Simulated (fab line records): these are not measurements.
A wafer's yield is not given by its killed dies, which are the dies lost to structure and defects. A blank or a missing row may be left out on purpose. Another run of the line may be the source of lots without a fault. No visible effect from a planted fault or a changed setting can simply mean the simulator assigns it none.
fab line records    flow n5-finfet
[record] lots = 6  wafers = 18  last-day = 16
route steps=1938 shown BEOL_M1@804 BEOL_M4@1111 PASSIVATION@1936
lots that met no fault: taken from a fault-free run of the same line
start-h: hours from the record's opening day to when the first of the lot's shown wafers began    wait-h: hours since the lot's step before    " the same as in the row above    L1.1+2: several wafers, shown together as one row    - no value present, or no start provided    * or withheld: withheld    < > ~ a bound
route shown NAME@n: names a module that has steps shown in the file, with the first one's number in the route    usual: mean/standard deviation taken from wafers without a fault    same: alike in all rows    chamber/n: place in a boat    sites: per-site readings    _std_site: their standard deviation    _edge_site: mean of outer sites minus mean of inner sites    radius-mm: how far each site lies from the wafer's centre    mask NAME#n: copy n    behind: tool/chamber where the wafer was last shaped    hold: what put the lot on hold/how long, in hours/how the hold closed    device: transistor that didn't switch, given as n, p or np    end of line: tests run on the same wafers once the route is complete    where a step has no rows: the recipe by itself    killed: count of dies lost to structure and defects at first sort (not the wafer's yield)    map: a wafer's dies, x killed, . not, _ none there
set.NAME: setting as actually run; set.NAME@STEP: the setting as run at that earlier step    model.NAME: the simulator's own value behind a step, which no gauge read
lots seen at some steps along the route; tables by step, rows by wafer
services: from which hour (start-h, from the record's first day; less than 0 if before it) a tool's chamber was out of use, for how many hours, and why
[[steps]]
[step N5_BEOL_M1_HM_STRIP_39]
[recipe] chemistry = peroxide-tin-strip  material = TiN  target-depth-a = 250  temp-c = 50  time-s = 158
[step N5_BEOL_M1_SRD_40]
[recipe] time-s = 30  temp-c = 23  rinse-liquid = diw  dry = ipa-marangoni
[step N5_BEOL_M1_PRECLEAN_42]
[recipe] chemistry = residue-remover  time-s = 60  temp-c = 40
[step N5_BEOL_M1_SRD_43]
[recipe] time-s = 30  temp-c = 23  rinse-liquid = diw  dry = ipa-marangoni
[step N5_BEOL_M1_CD_MEAS_35]
[recipe] target-cd-nm = 18  target-cd-y-nm = 21  polarity = opening
[usual] cd-nm = 18.1/0.35
lot.wafer  tool       chamber  start-h  wait-h  cd-nm
L399.1     cd-sem-03  -        177.85   0.0     17.9
L399.3     "          -        "        "       18.6
L399.6     "          -        "        "       18.1
L400.2     cd-sem-01  -        178.00   0.0     18.4
L400.3     "          -        "        "       18.7
L400.5     "          -        "        "       18.4
L406.1     cd-sem-02  -        212.69   0.0     17.6
L406.5     "          -        "        "       18.4
L406.6     "          -        "        "       17.8
L408.1     cd-sem-03  -        232.03   0.0     18.1
L408.5     "          -        "        "       18.1
L408.6     "          -        "        "       18.1
L409.1     cd-sem-02  -        239.96   0.0     17.1
L409.2     "          -        "        "       17.5
L409.6     "          -        "        "       18.5
L413.1     cd-sem-02  -        250.30   0.0     17.5
L413.2     "          -        "        "       18.0
L413.3     "          -        "        "       18.1
[step N5_BEOL_M1_DEGAS_44]
[recipe] ambient = vacuum  temp-c = 250  time-s = 60
[usual] heater-power-w = 317/30
lot.wafer  tool            chamber  start-h  wait-h  heater-power-w
L399.1     pvd-sputter-01  -        178.27   0.4     349
L399.3     "               -        "        "       322
L399.6     "               -        "        "       350
L400.2     pvd-sputter-01  -        178.35   0.3     361
L400.3     "               -        "        "       343
L400.5     "               -        "        "       348
L406.1     pvd-sputter-03  -        212.92   0.2     298
L406.5     "               -        "        "       382
L406.6     "               -        "        "       354
L408.1     pvd-sputter-03  -        232.70   0.7     294
L408.5     "               -        "        "       309
L408.6     "               -        "        "       297
L409.1     pvd-sputter-01  -        240.28   0.3     359
L409.2     "               -        "        "       307
L409.6     "               -        "        "       356
L413.1     pvd-sputter-03  -        250.86   0.6     294
L413.2     "               -        "        "       336
L413.3     "               -        "        "       313
[step N5_BEOL_M1_PRE_CLEAN_45]
[recipe] gas = H2/He  time-s = 30  temp-c = 250
[usual] heater-power-w = 317/30
lot.wafer  tool            chamber  start-h  wait-h  heater-power-w
L399.1     pvd-sputter-01  -        178.31   0.0     350
L399.3     "               -        "        "       311
L399.6     "               -        "        "       358
L400.2     pvd-sputter-01  -        178.39   0.0     368
L400.3     "               -        "        "       364
L400.5     "               -        "        "       346
L406.1     pvd-sputter-03  -        212.96   0.0     293
L406.5     "               -        "        "       365
L406.6     "               -        "        "       340
L408.1     pvd-sputter-03  -        232.74   0.0     293
L408.5     "               -        "        "       308
L408.6     "               -        "        "       292
L409.1     pvd-sputter-01  -        240.32   0.0     359
L409.2     "               -        "        "       312
L409.6     "               -        "        "       344
L413.1     pvd-sputter-03  -        250.90   0.0     299
L413.2     "               -        "        "       350
L413.3     "               -        "        "       308
[step N5_BEOL_M1_ALD_84]
[recipe] material = TaN  target-thk-a = *  temp-c = 275  ald-precursor-family = PDMAT  ald-co-reactant = NH3  pressure-torr = 3  carrier-flow-sccm = 1500  pulse-time-s = 2  purge-time-s = 3  co-reactant-purge-time-s = 2  co-reactant-pulse-time-s = 3  ald-cycles = 30  precursor-vessel-temp-c = 75  precursor-vessel-pressure-torr = 26.25  precursor-vessel-carrier-sccm = 1000
[step N5_BEOL_M1_SURFACE_TREAT_85]
[recipe] gas = Ar  time-s = *  ion-energy-ev = *  ion-current-ma-cm2 = 0.5  pressure-mtorr = *  ar-flow-sccm = 30
[usual] throttle-valve-pct = *
lot.wafer  tool            chamber  start-h  wait-h  throttle-valve-pct
L399.1     pvd-sputter-01  -        178.61   0.1     *
L399.3     "               -        "        "       *
L399.6     "               -        "        "       *
L400.2     pvd-sputter-03  -        178.77   0.2     *
L400.3     "               -        "        "       *
L400.5     "               -        "        "       *
L406.1     pvd-sputter-02  -        213.27   0.2     *
L406.5     "               -        "        "       *
L406.6     "               -        "        "       *
L408.1     pvd-sputter-01  -        233.19   0.3     *
L408.5     "               -        "        "       *
L408.6     "               -        "        "       *
L409.1     pvd-sputter-02  -        240.81   0.3     *
L409.2     "               -        "        "       *
L409.6     "               -        "        "       *
L413.1     pvd-sputter-01  -        251.58   0.4     *
L413.2     "               -        "        "       *
L413.3     "               -        "        "       *
[step N5_BEOL_M1_CVD_47]
[recipe] material = Co  target-thk-a = 30  temp-c = withheld  precursor = CCTBA/H2  pressure-torr = 30  time-s = 223.8
[step N5_BEOL_M1_SPUTTER_48]
[recipe] material = Cu  target-thk-a = 45  temp-c = -20  chamber-pressure-pa = 0.07  power-w = withheld  time-s = 8.29
[step N5_BEOL_M1_ANNEAL_49]
[recipe] temp-c = 400  time-s = 240  ambient = vacuum
[usual] heater-power-w = 798/75
lot.wafer  tool            chamber  start-h  wait-h  heater-power-w
L399.1     pvd-sputter-02  -        178.91   0.0     820
L399.3     "               -        "        "       723
L399.6     "               -        "        "       779
L400.2     pvd-sputter-01  -        179.07   0.0     704
L400.3     "               -        "        "       908
L400.5     "               -        "        "       778
L406.1     pvd-sputter-01  -        214.77   0.0     884
L406.5     "               -        "        "       706
L406.6     "               -        "        "       863
L408.1     pvd-sputter-01  -        233.67   0.0     787
L408.5     "               -        "        "       883
L408.6     "               -        "        "       825
L409.1     pvd-sputter-02  -        241.15   0.0     702
L409.2     "               -        "        "       816
L409.6     "               -        "        "       729
L413.1     pvd-sputter-02  -        251.92   0.0     664
L413.2     "               -        "        "       769
L413.3     "               -        "        "       722
[step N5_BEOL_M1_SPUTTER_79]
[recipe] material = Cu  target-thk-a = 45  temp-c = -20  chamber-pressure-pa = 0.07  power-w = withheld  time-s = 8.29
[usual] chamber-pressure-pa = 0.07001/0.00015  chuck-gas-flow-sccm = 1.26/0.05  chuck-sensor-temp-C = -15.8/0.55  substrate-temp-c = -20.00/0.11  throttle-valve-pct = 29.8/0.96
lot.wafer  tool            chamber  start-h  wait-h  chamber-pressure-pa  chuck-gas-flow-sccm  chuck-sensor-temp-C  substrate-temp-c  throttle-valve-pct
L399.1     pvd-sputter-02  -        179.05   0.1     -                    -                    -                    -                 -
L399.3     "               -        "        "       -                    -                    -                    -                 -
L399.6     "               -        "        "       -                    -                    -                    -                 -
L400.2     pvd-sputter-01  -        179.21   0.1     -                    -                    -                    -                 -
L400.3     "               -        "        "       -                    -                    -                    -                 -
L400.5     "               -        "        "       -                    -                    -                    -                 -
L406.1     pvd-sputter-01  -        214.91   0.1     0.07001              1.31                 -15.4                -19.90            29.9
L406.5     "               -        "        "       0.0699               1.24                 -15.2                -19.89            30.1
L406.6     "               -        "        "       0.06992              1.24                 -15.5                -20.00            29.2
L408.1     pvd-sputter-01  -        233.81   0.1     0.06991              1.28                 -16.1                -20.05            31.4
L408.5     "               -        "        "       0.07006              1.16                 -15.6                -19.90            29.7
L408.6     "               -        "        "       0.06997              1.34                 -15.9                -20.08            31.4
L409.1     pvd-sputter-02  -        241.29   0.1     0.06977              1.34                 -15.6                -20.10            28.6
L409.2     "               -        "        "       0.0699               1.27                 -16.8                -20.08            28.2
L409.6     "               -        "        "       0.06984              1.28                 -14.8                -20.05            30.2
L413.1     pvd-sputter-02  -        252.06   0.1     0.06985              1.39                 -15.8                -20.02            28.3
L413.2     "               -        "        "       0.07001              1.25                 -16.4                -19.85            30.2
L413.3     "               -        "        "       0.0702               1.24                 -14.8                -20.02            30.5
[step N5_BEOL_M1_ANNEAL_80]
[recipe] temp-c = 400  time-s = 240  ambient = vacuum
[usual] heater-power-w = 795/75
lot.wafer  tool            chamber  start-h  wait-h  heater-power-w
L399.1     pvd-sputter-02  -        179.13   0.0     810
L399.3     "               -        "        "       712
L399.6     "               -        "        "       748
L400.2     pvd-sputter-01  -        179.29   0.0     705
L400.3     "               -        "        "       886
L400.5     "               -        "        "       781
L406.1     pvd-sputter-01  -        214.99   0.0     883
L406.5     "               -        "        "       732
L406.6     "               -        "        "       868
L408.1     pvd-sputter-01  -        233.89   0.0     784
L408.5     "               -        "        "       856
L408.6     "               -        "        "       797
L409.1     pvd-sputter-02  -        241.37   0.0     686
L409.2     "               -        "        "       782
L409.6     "               -        "        "       694
L413.1     pvd-sputter-02  -        252.14   0.0     693
L413.2     "               -        "        "       763
L413.3     "               -        "        "       693
[step N5_BEOL_M4_RC_MEAS_101]
[usual] DIBL_N = 36.6/1.8  DIBL_P = 37.1/2.1  IOFF_N = 0.17/0.033  IOFF_P = 0.23/0.039  ION_N = 681/13  ION_P = 467/8.7  SS_N = 71.6/0.59  SS_P = 73.4/0.63  VT_N = 249/3.4  VT_P = -249/3.7
lot.wafer  tool       chamber  start-h  wait-h  DIBL_N[mV/V]  DIBL_P[mV/V]  IOFF_N[nA/um]  IOFF_P[nA/um]  ION_N[uA/um]  ION_P[uA/um]  SS_N[mV/dec]  SS_P[mV/dec]  VT_N[mV]  VT_P[mV]
L399.1     prober-01  0        213.42   0.0     34.3          36.9          0.16           0.23           684           471           71.3          73.7          249       -247
L399.3     "          0        "        "       35.2          36.7          0.16           0.21           667           459           72.0          72.7          251       -250
L399.6     "          0        "        "       36.4          39.3          0.20           0.27           699           478           71.8          73.5          244       -245
L400.2     prober-01  0        220.41   0.2     37.5          38.1          0.18           0.23           674           459           72.4          73.6          248       -250
L400.3     "          0        "        "       36.1          35.2          0.15           0.20           689           472           71.3          72.5          248       -250
L400.5     "          0        "        "       38.5          39.5          0.19           0.26           673           462           71.9          73.5          250       -247
L406.1     prober-02  0        262.69   0.0     36.5          37.8          0.16           0.19           667           453           72.6          74.0          251       -253
L406.5     "          0        "        "       38.5          39.4          0.19           0.22           686           459           72.1          73.7          249       -253
L406.6     "          0        "        "       37.7          37.3          0.17           0.18           658           448           71.6          73.2          253       -252
L408.1     prober-02  0        268.89   0.0     34.6          33.9          0.14           0.20           687           470           71.2          73.0          253       -252
L408.5     "          0        "        "       35.7          34.9          0.14           0.20           679           467           72.6          72.8          253       -248
L408.6     "          0        "        "       36.4          36.2          0.17           0.23           682           471           72.1          73.9          249       -249
L409.1     prober-01  0        271.13   0.0     35.6          34.9          0.14           0.19           664           456           71.7          73.5          252       -254
L409.2     "          0        "        "       33.6          32.5          0.12           0.16           669           464           70.9          72.8          254       -253
L409.6     "          0        "        "       34.0          32.4          0.12           0.16           678           464           71.2          72.2          255       -257
L413.1     prober-01  0        291.62   0.0     37.0          37.2          0.18           0.25           686           471           71.2          73.0          247       -247
L413.2     "          0        "        "       38.1          37.8          0.20           0.26           680           467           72.1          73.7          246       -248
L413.3     "          0        "        "       38.9          39.1          0.21           0.28           694           477           72.4          73.8          244       -246
[step N5_PASSIVATION_PROBE_49]
[usual] defect-limited-yield = 91.1/1.4  killed_at_M0_to_M3 = 32/9.4  killed_at_M4_up = 14/5.1  killed-at-contacts = 11/5.5  killed-at-front-end = 44/13  killed-at-other = 4/3.2  killed-dies = 104/16  killed-open = 70/12  killed-short = 33/7.8  sort_bin_5_function = 5.1/0.91  sort_bin_6_memory = 3.4/0.63  sort-n-pass = 1075/16  sort-yield-pct = 91.2/1.4
[same] gross-dies = 1180  killed-at-back-side = 0  sort_bin_4_leakage[%] = 0  sort_bin_8_speed[%] = 0
lot.wafer  tool       chamber  start-h  wait-h  defect-limited-yield[%]  killed_at_M0_to_M3  killed_at_M4_up  killed-at-contacts  killed-at-front-end  killed-at-other  killed-dies  killed-open  killed-short  sort_bin_5_function[%]  sort_bin_6_memory[%]  sort-n-pass  sort-yield-pct[%]
L399.1     prober-02  -        317.07   0.0     91.4                     26                  15               9                   50                   1                101          65           27            4.5                     3.4                   1079         91.4
L399.3     prober-02  -        317.17   0.1     91.8                     20                  12               7                   57                   1                97           59           35            4.7                     3.2                   1083         91.8
L399.6     prober-02  -        317.32   0.3     91.0                     24                  15               5                   58                   4                106          74           27            5.4                     3.1                   1074         91.0
L400.2     prober-01  -        326.80   0.1     92.0                     28                  15               22                  23                   6                94           61           26            5.1                     2.8                   1086         92.0
L400.3     prober-01  -        326.85   0.1     92.4                     43                  10               8                   26                   3                90           52           31            3.8                     3.6                   1090         92.4
L400.5     prober-01  -        326.95   0.2     91.2                     36                  9                10                  45                   4                104          72           27            5.2                     3.5                   1076         91.2
// killed by level:class
L399.1 STI_FIN_REVEAL:geometric-particle:open=12 FIN_SAQP:geometric-particle:open=9 DUMMY_GATE:geometric-particle:open=9 BEOL_M3:geometric-particle:open=8 MOL_CONTACT_COAG:geometric-particle:open=7 BEOL_M1:interface-void-opened=7 GATE_CUT:geometric-particle:short=4 BEOL_M4:geometric-particle:open=4
L399.3 FIN_SAQP:geometric-particle:open=12 STI_FIN_REVEAL:geometric-particle:open=10 FIN_SAQP:geometric-particle:short=9 GATE_CUT:geometric-particle:short=7 BEOL_M2:geometric-particle:open=7 GATE_CUT:geometric-particle:open=6 MOL_CONTACT_COAG:geometric-particle:open=5 BEOL_M5:geometric-particle:open=4
L399.6 FIN_SAQP:geometric-particle:open=17 STI_FIN_REVEAL:geometric-particle:open=12 DUMMY_GATE:geometric-particle:open=7 STI_FIN_REVEAL:geometric-particle:short=5 MOL_CONTACT_COAG:geometric-particle:open=5 BEOL_M2:geometric-particle:open=5 BEOL_M4:geometric-particle:open=5 FIN_SAQP:geometric-particle:short=4
L400.2 MOL_CONTACT_COAG:geometric-particle:open=18 BEOL_M1:interface-void-opened=7 FIN_SAQP:geometric-particle:open=6 GATE_CUT:geometric-particle:short=5 MOL_CONTACT_COAG:geometric-particle:short=4 BEOL_M0_SAQP:geometric-particle:open=4 BEOL_M0_SAQP:geometric-particle:short=4 BEOL_M7:geometric-particle:open=4
L400.3 BEOL_M0_SAQP:geometric-particle:short=12 BEOL_M0_SAQP:geometric-particle:open=8 FIN_SAQP:geometric-particle:open=7 MOL_CONTACT_COAG:geometric-particle:open=7 STI_FIN_REVEAL:geometric-particle:open=6 BEOL_M3:geometric-particle:open=6 BEOL_M1:interface-void-opened=5 BEOL_M1:geometric-particle:open=4
L400.5 FIN_SAQP:geometric-particle:open=16 BEOL_M0_SAQP:geometric-particle:open=10 FIN_SAQP:geometric-particle:short=8 MOL_CONTACT_COAG:geometric-particle:open=7 BEOL_M1:geometric-particle:open=6 GATE_CUT:geometric-particle:short=5 BEOL_M2:geometric-particle:open=5 BEOL_M4:geometric-particle:open=5
[[services]]
tool            chamber  start-h  hours  kind
pvd-sputter-03  -        233.49   3.4    repair
[[key]]
[first-sign] step = N5_BEOL_M1_SPUTTER_79  reading = tool-record  direction = missing
effect none on later readings
met-at N5_BEOL_M1_SPUTTER_79
struck-wafers L399.1,L399.3,L399.6,L400.2,L400.3,L400.5
[fault] kind = skipped-step-whole  tool = pvd-sputter-01,pvd-sputter-02  chamber = -  onset-h = 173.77  steps = N5_BEOL_M1_SPUTTER_79  scope = struck-lots-only
